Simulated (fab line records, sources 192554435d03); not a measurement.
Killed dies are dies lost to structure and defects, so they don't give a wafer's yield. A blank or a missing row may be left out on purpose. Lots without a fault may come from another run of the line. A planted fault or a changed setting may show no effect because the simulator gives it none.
Which tool did it? | flow n5_finfet | 10 lots, 28 wafers sampled, at 6 steps of a route of 1938

WHAT THE GAUGES READ, wafer by wafer
N5_BEOL_M0_SAQP_CD_MEAS_29: target cd 14.4 nm.
lot  | measured     | on        | cd_nm (nm)
L674 | day 5 19:07  | cd_sem-03 | 15.00 14.95 15.30
L676 | day 6 02:04  | cd_sem-01 | 15.39 14.62 15.13
L677 | day 6 09:10  | cd_sem-03 | 15.21 15.43 15.20
L683 | day 7 20:59  | cd_sem-03 | 14.79 15.25 15.08
L682 | day 8 00:56  | cd_sem-03 | 15.28 14.95 15.20
L688 | day 9 18:15  | cd_sem-01 | 15.11 15.21 14.97
L690 | day 9 20:17  | cd_sem-01 | 15.17 10.71
L691 | day 10 03:30 | cd_sem-02 | 15.19 10.63
L696 | day 11 03:25 | cd_sem-03 | 14.66 14.99 15.43
L697 | day 11 09:21 | cd_sem-01 | 15.55 15.39 15.15

N5_BEOL_M4_RC_MEAS_101.
lot  | measured     | on        | DIBL_N (mV/V)  | DIBL_P (mV/V)  | IOFF_N (nA/um) | IOFF_P (nA/um) | ION_N (uA/um) | ION_P (uA/um) | SS_N (mV/dec)  | SS_P (mV/dec)  | VT_N (mV)   | VT_P (mV)
L674 | day 8 00:26  | prober-02 | 35.2 37.8 35.8 | 33.4 36.8 34.4 | 0.12 0.17 0.14 | 0.18 0.23 0.19 | 658 676 672   | 453 464 459   | 71.4 71.9 71.5 | 72.0 73.4 72.6 | 252 248 252 | -254 -248 -250
L676 | day 8 07:41  | prober-02 | 32.6 32.3 32.3 | 31.7 31.6 31.5 | 0.10 0.10 0.10 | 0.15 0.15 0.15 | 651 653 664   | 456 453 456   | 70.0 69.8 70.1 | 72.0 71.8 72.1 | 259 256 257 | -256 -253 -254
L677 | day 8 16:58  | prober-02 | 35.0 33.2 33.3 | 34.4 31.5 32.3 | 0.14 0.10 0.11 | 0.18 0.13 0.15 | 666 647 650   | 453 440 452   | 71.1 70.8 70.9 | 73.2 72.8 72.7 | 249 256 256 | -254 -256 -253
L683 | day 11 02:29 | prober-02 | 36.2 40.1 39.7 | 34.9 40.8 37.9 | 0.14 0.23 0.20 | 0.16 0.26 0.21 | 668 681 677   | 452 462 453   | 71.8 72.4 73.6 | 73.0 73.9 73.3 | 253 245 252 | -257 -251 -252
L682 | day 11 13:41 | prober-02 | 36.3 34.7 33.9 | 35.8 33.7 32.3 | 0.16 0.13 0.11 | 0.24 0.20 0.17 | 670 658 627   | 465 463 450   | 72.2 71.6 72.0 | 72.4 72.2 72.4 | 252 251 259 | -246 -250 -250
L688 | day 13 00:21 | prober-01 | 40.2 37.9 37.9 | 39.4 37.2 36.3 | 0.22 0.17 0.16 | 0.27 0.22 0.21 | 683 667 667   | 469 463 457   | 72.0 71.9 71.3 | 74.3 74.1 74.1 | 245 249 251 | -246 -249 -251
L690 | day 13 14:58 | prober-02 | 36.1           | 37.3           | 0.15           | 0.22           | 661           | 462           | 71.3           | 73.1           | 249         | -248
L691 | day 13 05:17 | prober-02 | 39.6           | 39.7           | 0.21           | 0.25           | 684           | 467           | 72.5           | 73.8           | 244         | -249
L696 | day 14 01:46 | prober-02 | 36.8 33.8 34.3 | 36.2 32.4 33.0 | 0.16 0.12 0.13 | 0.20 0.15 0.16 | 676 666 672   | 458 460 459   | 71.6 70.9 70.7 | 74.0 72.0 72.4 | 251 255 253 | -249 -256 -252
L697 | day 14 14:23 | prober-01 | 36.8 37.2 36.1 | 37.1 37.9 36.1 | 0.19 0.20 0.18 | 0.22 0.24 0.21 | 680 679 684   | 459 459 462   | 71.8 72.0 72.0 | 73.0 73.4 72.6 | 248 246 245 | -249 -248 -251

WHICH TOOL RAN EACH LOT (tool, then ch and the chambers of the sampled wafers, then the start)
lot  | N5_BEOL_M0_SAQP_SPACER1_ALD_98    | N5_BEOL_M0_SAQP_ETCH_102         | N5_BEOL_M0_SAQP_RECESS_109         | N5_BEOL_M0_SAQP_SPACER2_ALD_26
L674 | ald_sin-03 ch 0,1,3, day 5 16:41  | rie_si-05 ch 0,1,2, day 5 17:31  | vapor_etch-01 ch 0,1, day 5 18:14  | ald_sin-02 ch 2,3, day 5 18:23
L676 | ald_sin-04 ch 1,2,3, day 5 22:50  | rie_si-02 ch 0,1,2, day 5 23:49  | vapor_etch-02 ch 0,1, day 6 00:40  | ald_sin-04 ch 1,2, day 6 01:19
L677 | ald_sin-02 ch 1,2,3, day 6 06:43  | rie_si-06 ch 0,3, day 6 07:32    | vapor_etch-02 ch 0,1, day 6 08:17  | ald_sin-04 ch 1,2,3, day 6 08:24
L683 | ald_sin-04 ch 1,2, day 7 18:20    | rie_si-06 ch 1,3, day 7 19:17    | vapor_etch-02 ch 0,1, day 7 20:05  | ald_sin-03 ch 1,2,3, day 7 20:14
L682 | ald_sin-03 ch 2,3, day 7 22:29    | rie_si-05 ch 0,1,2, day 7 23:19  | vapor_etch-02 ch 0,1, day 8 00:03  | ald_sin-04 ch 0,3, day 8 00:11
L688 | ald_sin-03 ch 1,2, day 9 14:44    | rie_si-05 ch 2,3, day 9 15:34    | vapor_etch-01 ch 0,1, day 9 17:19  | ald_sin-03 ch 1,2,3, day 9 17:28
L690 | ald_sin-03 ch 0,2, day 9 15:44    | rie_si-05 ch 1,2, day 9 16:50    | vapor_etch-01 ch 0, day 9 18:28    | ald_sin-03 ch 0,2, day 9 19:32
L691 | ald_sin-04 ch 1,2, day 10 01:02   | rie_si-06 ch 1,3, day 10 01:52   | vapor_etch-01 ch 0,1, day 10 02:37 | ald_sin-03 ch 2,3, day 10 02:45
L696 | ald_sin-04 ch 0,1,3, day 11 00:45 | rie_si-06 ch 0,1,3, day 11 01:38 | vapor_etch-01 ch 0, day 11 02:26   | ald_sin-04 ch 0,1,2, day 11 02:37
L697 | ald_sin-02 ch 2,3, day 11 06:20   | rie_si-06 ch 1,2, day 11 07:15   | vapor_etch-02 ch 0,1, day 11 08:05 | ald_sin-02 ch 0,1, day 11 08:28
- N5_BEOL_M0_SAQP_SPACER1_ALD_98: deposits SiO2, target thk 12.8 nm, pulse time 1 s, purge time 2 s.
- N5_BEOL_M0_SAQP_ETCH_102: etches SiO2 in CF4, target depth 4 nm, time 4.4 s.
- N5_BEOL_M0_SAQP_RECESS_109: chemistry HF/NH3, target SiO2, target depth 3 nm, afs cycles 1, sublimation time 60 s.
- N5_BEOL_M0_SAQP_SPACER2_ALD_26: deposits SiO2, target thk 15 nm, pulse time 1 s, purge time 2 s.

WHAT THE TOOLS THEMSELVES READ (means of the sampled wafers that have a number; where no wafer has one, the mark that the record gives instead)
N5_BEOL_M0_SAQP_SPACER1_ALD_98.
lot  | tool       | heater_power_w (W) | precursor_pulse_height_rel
L674 | ald_sin-03 | 432                | 1.011
L676 | ald_sin-04 | 507                | 1.010
L677 | ald_sin-02 | 444                | 0.995
L683 | ald_sin-04 | 479                | 1.008
L682 | ald_sin-03 | 449                | 1.010
L688 | ald_sin-03 | 463                | 1.010
L690 | ald_sin-03 | 482                | 0.999
L691 | ald_sin-04 | 490                | 1.002
L696 | ald_sin-04 | 482                | 1.009
L697 | ald_sin-02 | 429                | 0.993

N5_BEOL_M0_SAQP_ETCH_102.
lot  | tool      | drypump_motor_current_A (A) | oes_product_au (a.u.) | rf_fwd_power_W (W) | throttle_valve_pct (%)
L674 | rie_si-05 | 6.2                         | 0.981                 | 786                | 21.84
L676 | rie_si-02 | 6.3                         | 0.991                 | 790                | 21.77
L677 | rie_si-06 | 5.4                         | 0.991                 | 790                | 21.92
L683 | rie_si-06 | 5.6                         | 1.005                 | 793                | 21.92
L682 | rie_si-05 | 6.2                         | 0.988                 | 788                | 21.83
L688 | rie_si-05 | 6.0                         | 1.002                 | 786                | 21.87
L690 | rie_si-05 | 6.5                         | 0.986                 | 787                | 21.86
L691 | rie_si-06 | 5.8                         | 1.010                 | 792                | 21.92
L696 | rie_si-06 | 5.8                         | 0.992                 | 790                | 21.97
L697 | rie_si-06 | 5.9                         | 1.017                 | 792                | 21.84

N5_BEOL_M0_SAQP_RECESS_109.
lot  | tool          | drypump_motor_current_A (A) | sublimation_temp_c (C)
L674 | vapor_etch-01 | 5.5                         | 179.85
L676 | vapor_etch-02 | 5.9                         | 179.98
L677 | vapor_etch-02 | 6.2                         | 180.12
L683 | vapor_etch-02 | 6.1                         | 180.09
L682 | vapor_etch-02 | 6.1                         | 180.03
L688 | vapor_etch-01 | 5.8                         | 180.08
L690 | vapor_etch-01 | 6.0                         | 180.12
L691 | vapor_etch-01 | 5.7                         | 180.07
L696 | vapor_etch-01 | 6.0                         | 179.76
L697 | vapor_etch-02 | 5.9                         | 180.08

N5_BEOL_M0_SAQP_SPACER2_ALD_26.
lot  | tool       | heater_power_w (W) | precursor_pulse_height_rel
L674 | ald_sin-02 | 416                | 1.014
L676 | ald_sin-04 | 482                | 0.992
L677 | ald_sin-04 | 503                | 1.006
L683 | ald_sin-03 | 445                | 1.014
L682 | ald_sin-04 | 451                | 0.994
L688 | ald_sin-03 | 441                | 1.008
L690 | ald_sin-03 | 469                | 1.004
L691 | ald_sin-03 | 480                | 1.028
L696 | ald_sin-04 | 461                | 1.005
L697 | ald_sin-02 | 481                | 1.000

THE ANSWER, worked out from the rows above alone
Rule: what is usual is taken from the lots themselves. Put in order of their means at a reading, lots are off if they are a third of the lots or fewer, leave a main group of 4 or more, and stand apart from it by a gap of 3 or more times the standard deviation of the main group's means; of several such gaps the widest counts. A main group whose means are all the same, to the digits that the tables above print for the reading, isn't used. A lot without any number at a reading at which 4 lots or more have one is off too. The other lots that the step has rows for count as sound. The gauges are gone through in route order, then the tools' own readings, and for those a lot's mean is taken as printed above. The first step at which some lot is off is used, and at that step the reading that is off furthest; a lot without a number counts as furthest.
Off: L690, L691, at N5_BEOL_M0_SAQP_CD_MEAS_29 (cd_nm). The main group: mean 15.13 nm, standard deviation 0.12.
A tool fits if, at a process step before that reading, it ran every lot that is off, and no sound lot after the first of them. The gauges at N5_BEOL_M0_SAQP_CD_MEAS_29 are tried like those tools. One fits: ald_sin-03 at N5_BEOL_M0_SAQP_SPACER2_ALD_26. Its last sound lot is L688 (day 9 17:28), its first lot that is off L690 (day 9 19:32): a fault that began between those two fits.

WHAT THE SIMULATOR HAD PUT IN
Process parameter drift: ald_sin-03, from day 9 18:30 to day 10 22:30, at N5_BEOL_M0_SAQP_SPACER2_ALD_26. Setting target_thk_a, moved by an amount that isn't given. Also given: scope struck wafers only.
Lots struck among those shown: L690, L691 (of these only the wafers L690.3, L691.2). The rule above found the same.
